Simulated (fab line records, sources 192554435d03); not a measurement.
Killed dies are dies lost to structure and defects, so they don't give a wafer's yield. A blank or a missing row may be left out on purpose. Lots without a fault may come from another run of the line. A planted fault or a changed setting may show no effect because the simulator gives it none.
A struck lot beside a sound one | flow n5_finfet | 38 steps out of a route of 1938
Sound: wafers L638.2, L638.3, L638.6. Struck: wafers L628.1, L628.3, L628.6. The cause comes at the end.
At each step with rows: each side's tool, then ch and its chambers, then its first start. Under that, the readings that differ: sound wafers | struck wafers | difference of the means | sigmas: that difference in standard deviations of wafers without a fault.
alike: readings whose means differ by less than 2 such deviations, and words and numbers that are the same on both sides. not compared: withheld readings, readings that some wafer has no value for, bounds like >300 that may hide the same value, and numbers for which the record gives no deviation and whose values overlap.
The two part at a step that has a row with sigmas, a row that says differs or no value, or rows on one side only. Numbers that don't overlap but have no deviation are shown without sigmas and don't part them. A reading that every wafer of one side lacks parts them only if that side has two wafers or more.

first, 9 steps without rows for these wafers: N5_BEOL_M4_COAT_68 (time 60 s, resist thk 12 nm); N5_BEOL_M4_COAT_76 (time 60 s, resist thk 5 nm); N5_BEOL_M4_COAT_22 (resist thk 30 nm); N5_BEOL_M4_EBR_24; N5_BEOL_M4_SOFTBAKE_23 (time 60 s); N5_BEOL_M4_EXPOSE_25 (exposes mask V3, defocus 5 nm); N5_BEOL_M4_PEB_26 (peb time 60 s); N5_BEOL_M4_DEVELOP_27 (develop time 30 s); N5_BEOL_M4_DESCUM_33 (chemistry O2, time 7 s).
N5_BEOL_M4_ETCH_77: etches underlayer in N2/H2, target depth 6.5 nm, time 5.2 s.
  sound on rie_diel-05 ch 0,1,2, day 14 09:35; struck on rie_diel-05 ch 1,3, day 11 10:29
  alike: drypump_motor_current_A, etch_rf_on_time_s, oes_product_au, rf_vpp_V, showerhead_plenum_p_Torr, throttle_valve_pct
  not compared: rf_hours_counter_h
then, 27 steps without rows for these wafers: N5_BEOL_M4_ETCH_69 (etches SiARC in CF4, target depth 15.6 nm, time 26 s); N5_BEOL_M4_ALD_98 (deposits SiO2, target thk 2.5 nm, pulse time 1 s, co reactant pulse time 1 s); N5_BEOL_M4_ETCHBACK_99 (etches SiO2 in CHF3, target depth 5 nm, time 10.4 s); N5_BEOL_M4_ETCH_70 (etches SOC in N2/H2, target depth 80 nm, overetch 24 nm, time 130 s); N5_BEOL_M4_STRIP_71 (strips in N2/H2); N5_BEOL_M4_STRIP_78 (strips in N2/H2); N5_BEOL_M4_VIA_ETCH_34 (etches the open film in C4F6/O2, target depth 69.4 nm, time 65.9 s); N5_BEOL_M4_STRIP_83 (strips in C4F6/O2); N5_BEOL_M4_STRIP_36 (strips in N2/H2); N5_BEOL_M4_TRENCH_ETCH_37 (etches SiOC in C4F6/O2, target depth 55.555 nm, time 29.2 s); N5_BEOL_M4_ETCH_41 (etches SiCN in CH3F/O2, target depth 29.9 nm, time 52.5 s); N5_BEOL_M4_STRIP_97 (strips in N2/H2, time 10 s); N5_BEOL_M4_HM_STRIP_39 (strips TiN in peroxide tin strip, target depth 25 nm, time 158 s); N5_BEOL_M4_SRD_40 (time 30 s); N5_BEOL_M4_PRECLEAN_42 (cleans in residue remover, time 60 s); N5_BEOL_M4_SRD_43 (time 30 s); N5_BEOL_M4_DEGAS_44 (time 60 s); N5_BEOL_M4_PRE_CLEAN_45 (time 30 s); N5_BEOL_M4_ALD_84 (deposits TaN, pulse time 2 s, purge time 3 s, co reactant purge time 2 s); N5_BEOL_M4_SURFACE_TREAT_85; N5_BEOL_M4_CVD_47 (deposits Co from CCTBA/H2, target thk 3 nm, time 223.8 s); N5_BEOL_M4_SPUTTER_48 (material Cu, target thk 4.5 nm, time 8.29 s); N5_BEOL_M4_ANNEAL_49 (time 240 s); N5_BEOL_M4_SPUTTER_79 (material Cu, target thk 4.5 nm, time 8.29 s); N5_BEOL_M4_ANNEAL_80 (time 240 s); N5_BEOL_M4_SPUTTER_81 (material Cu, target thk 4.5 nm, time 8.29 s); N5_BEOL_M4_ANNEAL_82 (time 240 s).
-- the record jumps here: 5 days lie between the struck wafers' starts before and after (it left off in module BEOL_M4 and takes up again in module PASSIVATION, whose first step shown is number 1936 of the route) --
N5_PASSIVATION_PROBE_49:
  sound on prober-02, day 19 05:11; struck on prober-01, day 16 13:55
  reading                  | sound          | struck         | difference | sigmas
  defect_limited_yield (%) | 92.2 93.6 90.0 | 83.9 84.7 82.6 | -8.2       | -6
  killed_at_M4_up          | 10 5 8         | 121 98 132     | +109       | +21
  killed_dies              | 92 75 118      | 190 181 205    | +97        | +6
  sort_bin_4_leakage (%)   | 0.25 0 0       | 0 0 0          | +0         | -4
  sort_bin_5_function (%)  | 5.0 3.6 6.2    | 9.8 9.2 10.5   | +4.9       | +5
  sort_n_pass              | 1085 1105 1062 | 990 999 975    | -96        | -5
  sort_yield_pct (%)       | 91.9 93.6 90.0 | 83.9 84.7 82.6 | -8.1       | -5
  alike: killed_at_M0_to_M3, killed_at_contacts, killed_at_front_end, killed_at_other, killed_open, killed_short, sort_bin_6_memory

WHERE THEY PART
Only at N5_PASSIVATION_PROBE_49, within this record.

WHY: what the simulator had put in
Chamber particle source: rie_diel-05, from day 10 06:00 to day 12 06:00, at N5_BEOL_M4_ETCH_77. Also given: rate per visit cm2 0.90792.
